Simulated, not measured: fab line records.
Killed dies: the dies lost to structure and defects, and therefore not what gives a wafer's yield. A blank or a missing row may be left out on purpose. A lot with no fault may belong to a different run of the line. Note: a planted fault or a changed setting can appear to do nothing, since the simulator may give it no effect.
fab line records	flow n5Finfet
record: lots: 6	wafers: 18	lastDay: 17
route steps=1938 shown STI_FIN_REVEAL@188 PASSIVATION@1936
lots with no fault: from the same line, run without faults
startH: start of the lot's first displayed wafer, in hours after the record's first day	waitH: how many hours have passed since the lot's step before this one	" same as the row above	L1.1+2: a single row standing in for several wafers	- no value, or no start was given	* or withheld: withheld	< > ~ a bound
route shown NAME@n: names a module that has steps shown in the file, with the first one's number in the route	usual: average and standard deviation across the fault-free wafers	same: alike in all rows	chamber/n: place in a boat	sites: readings site by site	_std_site: standard deviation across them	_edge_site: the outer-site mean with the inner-site mean subtracted	radiusMm: how far each site lies from the wafer's centre	mask NAME#n: copy n	behind: the most recent tool/chamber to have shaped the wafer	hold: reason for holding the lot/hours on hold/outcome of the hold	device: names the non-switching transistor (n, p or np)	end of line: tests run on the same wafers once the route is complete	a step given without rows: its recipe and nothing more	killed: the dies lost at the first sort to structure and to defects; this is not the yield of the wafer	map: a wafer's dies, marking killed ones x, the rest . and places with no die _
set.NAME: setting as actually run; set.NAME@STEP: the setting as run at that earlier step	model.NAME: the simulator's own value behind a step, which no gauge read
a table for each step, a row for each wafer; lots at some steps of the route
services: when a tool's chamber went out of use (startH, in hours from the record's first day, below 0 if earlier), for how many hours, and the reason
== steps ==
step: N5_STI_FIN_REVEAL_THK_MEAS_05
usual: thkNm: 132.3/1.3
lot.wafer	tool	chamber	startH	waitH	thkNm
L762.3	filmMetro-02	-	46.35	-	135.2
L762.5	"	-	"	"	135.2
L762.6	"	-	"	"	131.3
L766.1	filmMetro-02	-	68.44	-	132.0
L766.2	"	-	"	"	132.2
L766.3	"	-	"	"	132.5
L770.3	filmMetro-02	-	93.66	-	134.0
L770.4	"	-	"	"	135.0
L770.5	"	-	"	"	133.9
L771.2	filmMetro-02	-	103.61	-	132.5
L771.3	"	-	"	"	133.5
L771.4	"	-	"	"	130.9
L781.1	filmMetro-01	-	162.10	-	132.1
L781.2	"	-	"	"	132.4
L781.4	"	-	"	"	130.0
L783.4	filmMetro-02	-	175.29	-	132.3
L783.5	"	-	"	"	131.8
L783.6	"	-	"	"	133.2
step: N5_STI_FIN_REVEAL_DENSIFY_30
recipe: tempC: *	timeS: *	ambient: N2	idleTempC: 600	rampUpCPerS: 150	rampDownCPerS: 60	coolToC: 600
usual: lampPowerPct: 11.53/0.055	wafer_temp_C_max: *
lot.wafer	tool	chamber	startH	waitH	lampPowerPct	wafer_temp_C_max
L762.3	rtpAnneal-01	0	46.52	0.2	11.49	*
L762.5	"	0	"	"	11.52	*
L762.6	"	0	"	"	11.47	*
L766.1	rtpAnneal-02	0	68.52	0.1	11.63	*
L766.2	"	0	"	"	11.59	*
L766.3	"	0	"	"	11.64	*
L770.3	rtpAnneal-02	0	93.75	0.1	11.57	*
L770.4	"	0	"	"	11.56	*
L770.5	"	0	"	"	11.55	*
L771.2	rtpAnneal-02	0	103.77	0.2	11.56	*
L771.3	"	0	"	"	11.48	*
L771.4	"	0	"	"	11.55	*
L781.1	rtpAnneal-01	0	162.25	0.1	11.55	*
L781.2	"	0	"	"	11.48	*
L781.4	"	0	"	"	11.56	*
L783.4	rtpAnneal-01	0	175.41	0.1	11.55	*
L783.5	"	0	"	"	11.63	*
L783.6	"	0	"	"	11.50	*
step: N5_STI_FIN_REVEAL_ETCHBACK_08
recipe: chemistry: C4F6/O2	target: SiO2	targetDepthA: 305	timeS: 10.167	ionEnergyEv: 250	pressureMtorr: 30	sourceW: 345	biasW: 185	Ar_flow_sccm: 300	C4F6_flow_sccm: 10	O2_flow_sccm: 10
usual: drypumpMotorCurrentA: 5.9/0.47	oesProductAu: 0.76/0.077	rfVppV: 660/13	showerheadPlenumPTorr: 2.83/0.083	throttleValvePct: 21.06/0.24
lot.wafer	tool	chamber	startH	waitH	drypumpMotorCurrentA	oesProductAu	rfHoursCounterH	rfVppV	showerheadPlenumPTorr	throttleValvePct
L762.3	rieDiel-04	2	46.71	0.2	6.4	0.74	162	652	2.82	21.28
L762.5	"	3	"	"	6.1	0.86	-	683	2.78	20.89
L762.6	"	2	"	"	6.4	0.74	-	652	2.82	21.28
L766.1	rieDiel-05	1	68.91	0.3	5.0	0.74	157	646	2.84	20.88
L766.2	"	0	"	"	5.9	0.70	202	645	2.70	20.90
L766.3	"	2	"	"	5.9	0.71	206	657	2.70	21.21
L770.3	rieDiel-04	2	93.95	0.2	6.4	0.72	179	652	2.81	21.31
L770.4	"	0	"	"	6.6	0.71	187	675	2.95	20.88
L770.5	"	3	"	"	6.1	0.84	-	682	2.77	20.91
L771.2	rieDiel-05	3	104.07	0.3	6.2	0.71	207	642	2.93	20.92
L771.3	"	2	"	"	6.0	0.70	220	656	2.69	21.23
L771.4	"	0	"	"	5.9	0.69	215	645	2.69	20.92
L781.1	rieDiel-03	0	162.46	0.2	5.3	0.72	182	661	2.84	21.23
L781.2	"	1	"	"	6.6	0.87	51	657	2.79	20.87
L781.4	"	2	"	"	6.0	0.71	215	666	2.94	21.70
L783.4	rieDiel-04	1	175.93	0.5	6.1	0.69	-	661	2.91	20.90
L783.5	"	2	"	"	6.4	0.70	-	652	2.80	21.35
L783.6	"	3	"	"	6.0	0.79	-	683	2.76	20.95
step: N5_STI_FIN_REVEAL_STRIP_24
recipe: chemistry: N2/H2	timeS: 90	powerW: 100	tempC: 40	pressureMtorr: 100	rfFrequencyHz: 6e+07	biasPowerW: 3	n2FlowSccm: 300	h2FlowSccm: 300
step: N5_STI_FIN_REVEAL_PRECLEAN_25
recipe: chemistry: SPM	timeS: 90	tempC: 120	mix: 4:1
step: N5_STI_FIN_REVEAL_PRECLEAN_26
recipe: chemistry: SC1	timeS: 45	tempC: 46	mix: 1:2:100
step: N5_STI_FIN_REVEAL_PRECLEAN_29
recipe: chemistry: DHF	timeS: 30	tempC: 25	dilution: 300:1
step: N5_STI_FIN_REVEAL_SRD_12
recipe: timeS: 30	tempC: 23	rinseLiquid: diw	dry: ipaMarangoni
step: N5_STI_FIN_REVEAL_RECESS_09
recipe: chemistry: HF/NH3	target: SiO2	afsCycles: 11	targetDepthA: 425	tempC: 30	sublimationTempC: 180	sublimationTimeS: 60
usual: drypumpMotorCurrentA: 5.6/0.37	tempC: 29.97/0.1
same: afsCycles: 11
lot.wafer	tool	chamber	startH	waitH	drypumpMotorCurrentA	tempC
L762.3	vaporEtch-01	0	47.50	0.6	6.0	29.96
L762.5	"	1	"	"	5.9	29.95
L762.6	"	0	"	"	6.0	29.96
L766.1	vaporEtch-02	0	69.16	0.0	5.2	29.85
L766.2	"	1	"	"	5.2	29.95
L766.3	"	1	"	"	5.2	29.93
L770.3	vaporEtch-01	0	94.91	0.7	6.0	29.94
L770.4	"	1	"	"	5.9	29.93
L770.5	"	0	"	"	6.0	29.81
L771.2	vaporEtch-02	0	104.32	0.0	5.2	30.01
L771.3	"	0	"	"	5.2	29.83
L771.4	"	1	"	"	5.2	29.95
L781.1	vaporEtch-02	1	162.71	0.0	5.3	30.15
L781.2	"	0	"	"	5.2	29.95
L781.4	"	1	"	"	5.3	30.09
L783.4	vaporEtch-01	1	176.69	0.6	6.0	29.81
L783.5	"	0	"	"	6.0	29.78
L783.6	"	1	"	"	5.9	29.93
step: N5_STI_FIN_REVEAL_STRIP_16
recipe: chemistry: H3PO4	material: SiNx	tempC: 165	targetDepthA: 238	overetchFraction: 0.4964	dry: ipaMarangoni
step: N5_STI_FIN_REVEAL_PRECLEAN_17
recipe: chemistry: NF3:NH3	afsCycles: 1	tempC: 30	timeS: 20	sublimationTempC: 180	sublimationTimeS: 60	pressureTorr: 3	rfPowerW: 30
step: N5_STI_FIN_REVEAL_ETCH_34
recipe: chemistry: H2	mode: isotropic	material: Si	target: Si	targetDepthA: 9.7	tempC: 20	pressureMtorr: 4.5	icpW: 300	biasW: 0	h2FlowSccm: 7.5	heFlowSccm: 142.5
usual: drypumpMotorCurrentA: 5.9/0.52	oesProductAu: 1.000/0.012	tempC: 20.01/0.11	throttleValvePct: 25.7/0.38
lot.wafer	tool	chamber	startH	waitH	drypumpMotorCurrentA	oesProductAu	rfHoursCounterH	tempC	throttleValvePct
L762.3	rieSi-01	0	49.06	0.1	6.1	0.989	169	20.03	25.9
L762.5	"	0	"	"	6.1	1.003	-	20.12	25.9
L762.6	"	1	"	"	5.8	1.013	-	19.97	25.0
L766.1	rieSi-01	0	71.30	0.2	6.1	1.001	170	19.97	25.9
L766.2	"	1	"	"	5.8	0.996	66	20.01	25.0
L766.3	"	2	"	"	6.5	1.017	24	20.19	25.3
L770.3	rieSi-01	0	96.82	0.1	6.1	1.006	170	19.86	25.9
L770.4	"	3	"	"	5.8	1.001	1	20.07	26.1
L770.5	"	1	"	"	5.8	0.987	-	20.34	25.0
L771.2	rieSi-01	0	106.45	0.2	6.1	0.985	170	19.76	25.9
L771.3	"	1	"	"	5.8	0.998	67	20.01	25.0
L771.4	"	2	"	"	6.5	1.009	25	19.95	25.3
L781.1	rieSi-05	1	164.80	0.2	5.0	1.012	60	19.91	25.7
L781.2	"	0	"	"	6.4	0.998	112	20.31	25.8
L781.4	"	3	"	"	5.1	1.000	8	19.93	25.8
L783.4	rieSi-05	3	178.27	0.1	5.2	1.005	8	20.02	25.8
L783.5	"	3	"	"	5.2	0.986	-	20.00	25.8
L783.6	"	2	"	"	6.4	0.987	-	20.12	25.6
step: N5_STI_FIN_REVEAL_OXIDATION_31
recipe: chemistry: O2_PLASMA_REMOTE	tempC: 150	timeS: 20	pressureMtorr: 1000	sourcePowerW: 2000	o2FlowSccm: 3000
usual: chamberPressureMTorr: 999.8/0.98	drypumpMotorCurrentA: 5.7/0.52	heaterPowerW: 137/15	tempC: 150.03/0.14
lot.wafer	tool	chamber	startH	waitH	chamberPressureMTorr	drypumpMotorCurrentA	heaterPowerW	rfHoursCounterH	tempC	model.Si_of_PMOS_HMC_CHANNEL_EPI_EPI_26.thkNm
L762.3	plasmaAsher-02	1	49.16	0.1	1000.8	5.2	134	-	150.33	3
L762.5	"	0	"	"	998.8	6.7	137	-	150.08	3
L762.6	"	1	"	"	1000.8	5.2	136	-	149.96	3
L766.1	plasmaAsher-01	0	71.36	0.0	998.9	5.2	122	33	150.26	2.8
L766.2	"	1	"	"	999.6	5.7	156	33	150.01	3
L766.3	"	1	"	"	999.8	5.7	154	-	150.08	2.8
L770.3	plasmaAsher-01	1	96.90	0.1	-	-	-	-	-	3.293
L770.4	"	0	"	"	-	-	-	-	-	3.339
L770.5	"	1	"	"	-	-	-	-	-	3.299
L771.2	plasmaAsher-01	1	106.51	0.0	-	-	-	-	-	3.426
L771.3	"	1	"	"	-	-	-	-	-	3.393
L771.4	"	0	"	"	-	-	-	-	-	3.414
L781.1	plasmaAsher-01	0	164.86	0.0	1000.4	5.2	121	51	150.21	3
L781.2	"	1	"	"	999.9	5.7	154	51	150.21	3
L781.4	"	0	"	"	998.5	5.3	118	-	149.97	3
L783.4	plasmaAsher-02	0	178.35	0.1	997.8	6.7	140	-	150.00	3
L783.5	"	1	"	"	1000.0	5.2	135	-	150.30	3
L783.6	"	0	"	"	998.5	6.7	141	-	149.93	3
step: N5_STI_FIN_REVEAL_PRECLEAN_32
recipe: chemistry: NF3:NH3	afsCycles: 1	tempC: 30	timeS: 20	sublimationTempC: 180	sublimationTimeS: 60	pressureTorr: 3	rfPowerW: 30
step: N5_STI_FIN_REVEAL_STRIP_35
recipe: chemistry: H3PO4	material: Si3N4	tempC: 165	targetDepthA: 40	timeS: 39
step: N5_STI_FIN_REVEAL_SRD_21
recipe: dry: ipaMarangoni	timeS: 30	tempC: 23	rinseLiquid: diw
step: N5_STI_FIN_REVEAL_OXIDATION_33
recipe: chemistry: O2_PLASMA_REMOTE	tempC: 150	timeS: 20	pressureMtorr: 1000	sourcePowerW: 2000	o2FlowSccm: 3000
usual: chamberPressureMTorr: 1000.0/0.93	drypumpMotorCurrentA: 5.7/0.61	heaterPowerW: 137/12	tempC: 150.00/0.14
lot.wafer	tool	chamber	startH	waitH	chamberPressureMTorr	drypumpMotorCurrentA	heaterPowerW	rfHoursCounterH	tempC
L762.3	plasmaAsher-02	1	49.51	0.0	1000.6	5.2	133	-	150.05
L762.5	"	1	"	"	1001.4	5.2	136	-	150.01
L762.6	"	0	"	"	999.7	6.7	140	-	149.76
L766.1	plasmaAsher-01	1	71.78	0.0	999.9	5.7	151	33	149.67
L766.2	"	0	"	"	1001.5	5.3	121	33	149.88
L766.3	"	1	"	"	999.8	5.7	155	-	149.86
L770.3	plasmaAsher-02	1	97.26	0.0	1000.4	5.2	133	-	150.07
L770.4	"	0	"	"	999.2	6.7	142	-	149.91
L770.5	"	1	"	"	1000.0	5.2	135	-	150.00
L771.2	plasmaAsher-02	1	106.86	0.0	999.8	5.2	136	92	149.88
L771.3	"	0	"	"	999.6	6.7	145	-	150.08
L771.4	"	1	"	"	999.5	5.2	133	-	149.97
L781.1	plasmaAsher-01	0	165.24	0.1	1000.1	5.3	118	51	149.91
L781.2	"	1	"	"	1000.6	5.7	155	51	149.99
L781.4	"	0	"	"	999.1	5.3	119	-	149.98
L783.4	plasmaAsher-01	1	178.71	0.0	998.4	5.7	152	-	149.76
L783.5	"	1	"	"	1000.7	5.8	154	-	149.93
L783.6	"	0	"	"	999.6	5.2	120	-	150.05
step: N5_STI_FIN_REVEAL_CLEAN_19
recipe: chemistry: O3/DIW	tempC: 25	timeS: 120	o3Ppm: 10
usual: tempC: 24.99/0.12
lot.wafer	tool	chamber	startH	waitH	tempC	model.Si_of_PMOS_HMC_CHANNEL_EPI_EPI_26.thkNm
L762.3	wetBench-05	0	49.58	0.0	24.95	2.6
L762.5	"	5	"	"	24.67	2.4
L762.6	"	6	"	"	24.95	2.6
L766.1	wetBench-04	5	71.87	0.1	24.94	2.4
L766.2	"	0	"	"	24.97	2.4
L766.3	"	4	"	"	25.17	2.4
L770.3	wetBench-05	6	97.32	0.0	25.13	2.8
L770.4	"	1	"	"	24.67	2.8
L770.5	"	3	"	"	25.12	2.8
L771.2	wetBench-05	2	106.95	0.1	24.83	2.8
L771.3	"	4	"	"	25.01	2.8
L771.4	"	1	"	"	24.98	2.8
L781.1	wetBench-03	7	165.33	0.1	24.90	2.4
L781.2	"	5	"	"	25.14	2.4
L781.4	"	4	"	"	25.18	2.4
L783.4	wetBench-03	2	178.77	0.0	25.20	2.4
L783.5	"	1	"	"	24.94	2.4
L783.6	"	4	"	"	24.80	2.4
step: N5_STI_FIN_REVEAL_SRD_23
recipe: dry: ipaMarangoni	timeS: 30	tempC: 23	rinseLiquid: diw
step: N5_STI_FIN_REVEAL_CD_MEAS_22
recipe: targetCdNm: 6.238	pitchNm: 28	polarity: line
usual: cdNm: 6.22/0.27
lot.wafer	tool	chamber	startH	waitH	cdNm
L762.3	cdSem-01	-	49.65	0.0	5.95
L762.5	"	-	"	"	6.10
L762.6	"	-	"	"	6.13
L766.1	cdSem-01	-	71.94	0.0	6.03
L766.2	"	-	"	"	6.24
L766.3	"	-	"	"	6.60
L770.3	cdSem-03	-	97.40	0.0	6.94
L770.4	"	-	"	"	7.52
L770.5	"	-	"	"	7.17
L771.2	cdSem-01	-	107.03	0.0	7.36
L771.3	"	-	"	"	7.59
L771.4	"	-	"	"	6.81
L781.1	cdSem-03	-	165.40	0.0	5.99
L781.2	"	-	"	"	6.13
L781.4	"	-	"	"	6.63
L783.4	cdSem-03	-	178.85	0.0	6.33
L783.5	"	-	"	"	6.23
L783.6	"	-	"	"	6.05
step: N5_STI_FIN_REVEAL_FIN_H_MEAS_10
usual: trenchDepthNm: 51.9/0.72
lot.wafer	tool	chamber	startH	waitH	trenchDepthNm
L762.3	ocd-01	-	49.68	0.0	51.3
L762.5	"	-	"	"	52.0
L762.6	"	-	"	"	51.7
L766.1	ocd-02	-	71.98	0.0	51.7
L766.2	"	-	"	"	52.0
L766.3	"	-	"	"	51.6
L770.3	ocd-01	-	97.43	0.0	52.3
L770.4	"	-	"	"	50.8
L770.5	"	-	"	"	52.7
L771.2	ocd-01	-	107.06	0.0	51.7
L771.3	"	-	"	"	51.3
L771.4	"	-	"	"	51.3
L781.1	ocd-02	-	165.43	0.0	51.3
L781.2	"	-	"	"	52.5
L781.4	"	-	"	"	51.8
L783.4	ocd-01	-	178.88	0.0	52.1
L783.5	"	-	"	"	52.3
L783.6	"	-	"	"	51.8
step: N5_PASSIVATION_PROBE_49
usual: killed_at_M0_to_M3: 34/11	killed_at_M4_up: 14/5.7	killedAtContacts: 14/6.9	killedAtFrontEnd: 40/11	killedAtOther: 4/3.1	killedDies: 105/17	killedOpen: 70/13	killedShort: 34/7.6
same: grossDies: 1180	killedAtBackSide: 0
lot.wafer	tool	chamber	startH	waitH	killed_at_M0_to_M3	killed_at_M4_up	killedAtContacts	killedAtFrontEnd	killedAtOther	killedDies	killedOpen	killedShort
L771.2	prober-01	-	343.54	0.1	41	10	13	35	1	100	61	38
killed by level:class
L771.2 BEOL_M3:geometricParticle:open=12 MOL_CONTACT_COAG:geometricParticle:open=10 BEOL_M0_SAQP:geometricParticle:short=10 BEOL_M0_SAQP:geometricParticle:open=8 GATE_CUT:geometricParticle:short=7 STI_FIN_REVEAL:geometricParticle:open=6 BEOL_M2:geometricParticle:open=4 BEOL_M4:geometricParticle:open=4
== services ==
tool	chamber	startH	hours	kind
plasmaAsher-01	-	22.97	1.3	repair
rieSi-01	3	25.42	-	clean
rieSi-01	3	25.42	-	consumableReplace:focusRing
rieSi-01	3	25.42	13.3	scheduledDown
rieSi-01	3	25.42	13.3	ventCycle
rieDiel-05	0	37.87	5.3	repair
vaporEtch-02	-	40.62	10.0	pm
plasmaAsher-01	-	40.87	2.2	repair
rieDiel-03	3	42.17	-	clean
rieDiel-03	3	42.17	-	consumableReplace:focusRing
rieDiel-03	3	42.17	19.3	scheduledDown
rieDiel-03	3	42.17	19.3	ventCycle
plasmaAsher-01	-	56.11	12.3	repair
vaporEtch-01	-	64.55	0.1	repair
plasmaAsher-02	-	78.45	1.9	repair
rieDiel-03	-	95.44	6.3	repair
rieDiel-04	1	111.29	4.4	repair
rieSi-05	-	127.91	2.8	pm
vaporEtch-02	-	134.11	19.1	repair
rieDiel-04	0	137.60	42.6	repair
rieSi-01	-	165.90	0.2	repair
rieDiel-05	-	172.74	15.6	pm
== key ==
firstSign: step: N5_STI_FIN_REVEAL_OXIDATION_31	reading: toolRecord	direction: missing
effect: step: N5_STI_FIN_REVEAL_CD_MEAS_22	reading: cdNm	direction: up	sigmas: 3.7	usual: 6.22	struck: 7.23
modelEffect: step: N5_STI_FIN_REVEAL_OXIDATION_31	value: Si_of_PMOS_HMC_CHANNEL_EPI_EPI_26.thkNm	without: 3	struck: 3.361
modelEffect: step: N5_STI_FIN_REVEAL_CLEAN_19	value: Si_of_PMOS_HMC_CHANNEL_EPI_EPI_26.thkNm	without: 2.467	struck: 2.8
metAt N5_STI_FIN_REVEAL_OXIDATION_31
struckWafers L770.3,L770.4,L770.5,L771.2,L771.3,L771.4
testerLeftOut L770,L771
onsetBetween 71.36 96.90
fault: kind: skippedStepWhole	tool: plasmaAsher-01	chamber: -	onsetH: 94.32	steps: N5_STI_FIN_REVEAL_OXIDATION_31	scope: struckLotsOnly
testerLeftOut: of these lots the tester's yield and bins aren't shown, on N5 and GAA mostly nor the transistor test; their killed dies are dies lost to structure and defects alone, not to doping, threshold or leakage, so they don't give the yield
